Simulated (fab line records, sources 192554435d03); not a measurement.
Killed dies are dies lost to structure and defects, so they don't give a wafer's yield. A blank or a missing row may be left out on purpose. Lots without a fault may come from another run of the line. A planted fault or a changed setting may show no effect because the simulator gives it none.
Split-lot experiment | flow n5_finfet | 7 lots, 21 wafers read, on a route of 1938 steps

THE SPLIT
At N5_ZERO_LAYER_COAT_05 (resist thk 1000 nm), the setting spin_rpm was moved away from the recipe's 1500 rpm on 7 of the 21 wafers read, by -3.7% to +7.6%. The other wafers ran this setting at the recipe's value.

The reading is taken at the split's own step.

THE READING
coat_of_ZERO_LAYER_COAT_05.thk_nm (the simulator's own value, which no gauge read), in nm, at N5_ZERO_LAYER_COAT_05 (resist thk 1000 nm). The file gives no usual value for it. The 14 wafers here that ran the recipe average 1002.4 nm, standard deviation 3.3 nm.

wafer  | tool, chamber at the split | spin_rpm as run, rpm | against the recipe | coat_of_ZERO_LAYER_COAT_05.thk_nm, nm | against lot-mates on the recipe
L078.3 | litho_track-04, 0          | 1592                 | +6.1%              | 973.1                                 | -26.0
L078.5 | litho_track-04, 0          | 1500                 | recipe             | 1000                                  | -
L078.6 | litho_track-04, 0          | 1500                 | recipe             | 998.2                                 | -
L081.1 | litho_track-04, 0          | 1500                 | recipe             | 997.4                                 | -
L081.2 | litho_track-04, 0          | 1607                 | +7.1%              | 964.2                                 | -33.2
L081.4 | litho_track-04, 0          | 1607                 | +7.1%              | 964                                   | -33.4
L082.1 | litho_track-03, 0          | 1594                 | +6.3%              | 969.5                                 | -31.5
L082.3 | litho_track-03, 0          | 1500                 | recipe             | 999                                   | -
L082.6 | litho_track-03, 0          | 1500                 | recipe             | 1003                                  | -
L083.2 | litho_track-02, 0          | 1500                 | recipe             | 1003                                  | -
L083.5 | litho_track-02, 0          | 1500                 | recipe             | 1004                                  | -
L083.6 | litho_track-02, 0          | 1500                 | recipe             | 1006                                  | -
L084.1 | litho_track-03, 0          | 1500                 | recipe             | 1004                                  | -
L084.3 | litho_track-03, 0          | 1500                 | recipe             | 1009                                  | -
L084.5 | litho_track-03, 0          | 1500                 | recipe             | 1006                                  | -
L096.2 | litho_track-02, 0          | 1500                 | recipe             | 999.6                                 | -
L096.3 | litho_track-02, 0          | 1614                 | +7.6%              | 967.3                                 | -32.3
L096.6 | litho_track-02, 0          | 1614                 | +7.6%              | 963.5                                 | -36.1
L097.2 | litho_track-03, 0          | 1444                 | -3.7%              | 1021                                  | +18.5
L097.3 | litho_track-03, 0          | 1500                 | recipe             | 1000                                  | -
L097.4 | litho_track-03, 0          | 1500                 | recipe             | 1005                                  | -

THE FIT
A straight line over all 21 wafers: coat_of_ZERO_LAYER_COAT_05.thk_nm changes by -5.08 nm for each +1% of spin_rpm; r = -0.99; the points scatter about the line by 3.1 nm.
The same after taking each lot's own level away (the mean of its wafers on the recipe; 21 wafers): -4.63 nm for each +1%; r = -0.99; scatter 1.8 nm.
On that fit, the largest move of spin_rpm shifts the reading by 35 nm.
The lots' own levels span 997.40 to 1006.33 nm, that is 2.7 times the standard deviation above.
So the lot-to-lot level changes the slope little: the two slopes agree.
Check: with one of the wafers moved furthest among these (+7.6%) left out of the fit, the line predicts -35.7 nm for it against its lot-mates. It came out at -32.3 nm against them.

THE WHOLE CHAIN: every reading that the file lists as answering this split, in the file's order
step                   | what it does       | reading                                                                            | change (the file's fit)              | r (the file's)
N5_ZERO_LAYER_COAT_05  | resist thk 1000 nm | coat_of_ZERO_LAYER_COAT_05.thk_nm (the simulator's own value, which no gauge read) | -4.63 nm for each +1% of the setting | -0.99
N5_ZERO_LAYER_STRIP_24 | strips in O2       | strip_time_to_endpoint_s                                                           | withheld for each +1% of the setting | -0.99

THE FILE'S OWN FIT
coat_of_ZERO_LAYER_COAT_05.thk_nm changes by -4.63 nm for each +1% of spin_rpm, r = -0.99.
